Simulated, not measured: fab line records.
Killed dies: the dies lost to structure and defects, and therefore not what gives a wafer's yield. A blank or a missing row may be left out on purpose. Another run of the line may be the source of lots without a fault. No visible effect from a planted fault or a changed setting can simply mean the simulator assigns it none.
Chamber matching / flow nand harc / NHARC_A_STAIRCASE_DEP_301 on pecvd-01 has 3 sister chambers
The step deposits SiON, target thk 30 nm. 3 wafers are shown with their chamber, then 10 later ones without.

EACH WAFER AND ITS CHAMBER
wafer=L083.2; chamber=0; heater power w (W)=676
wafer=L091.2; chamber=2; heater power w (W)=736
wafer=L091.4; chamber=1; heater power w (W)=795

WAFERS WHOSE CHAMBER IS MISSING
wafer=L091.5; heater power w (W)=753
wafer=L092.2; heater power w (W)=680
wafer=L092.5; heater power w (W)=848
wafer=L092.6; heater power w (W)=658
wafer=L093.1; heater power w (W)=768
wafer=L093.2; heater power w (W)=649
wafer=L093.4; heater power w (W)=807
wafer=L097.3; heater power w (W)=688
wafer=L097.5; heater power w (W)=590
wafer=L097.6; heater power w (W)=821

EACH ONE'S CHAMBER
wafer=L091.5; from the rows above=can't be placed: 2 or 1 or 0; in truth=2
wafer=L092.2; from the rows above=can't be placed: 0 or 2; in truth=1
wafer=L092.5; from the rows above=can't be placed: 1 or 2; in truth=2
wafer=L092.6; from the rows above=can't be placed: 0 or 2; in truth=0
wafer=L093.1; from the rows above=can't be placed: 1 or 2 or 0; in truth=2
wafer=L093.2; from the rows above=can't be placed: 0 or 2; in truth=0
wafer=L093.4; from the rows above=can't be placed: 1 or 2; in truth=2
wafer=L097.3; from the rows above=can't be placed: 0 or 2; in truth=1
wafer=L097.5; from the rows above=can't be placed: 0 or 2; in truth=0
wafer=L097.6; from the rows above=can't be placed: 1 or 2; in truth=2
Correctly placed: 0 of 10. Cannot be placed on the basis of these rows: 10; the candidates contain the true chamber in 8. Wrongly placed: 0.
How it was worked out, from the rows above alone: a wafer's distance from a chamber is the root of the sum, over the readings, of the square of ((its reading less the chamber's mean) divided by the reading's scatter). The wafer belongs to the nearest chamber; if the next one is less than 2 further off, it can't be placed. Each chamber's mean is taken over the wafers shown for it. The scatter: with one shown wafer a chamber, the root of the mean of the squares of how far each hidden wafer lies from its nearest shown one.
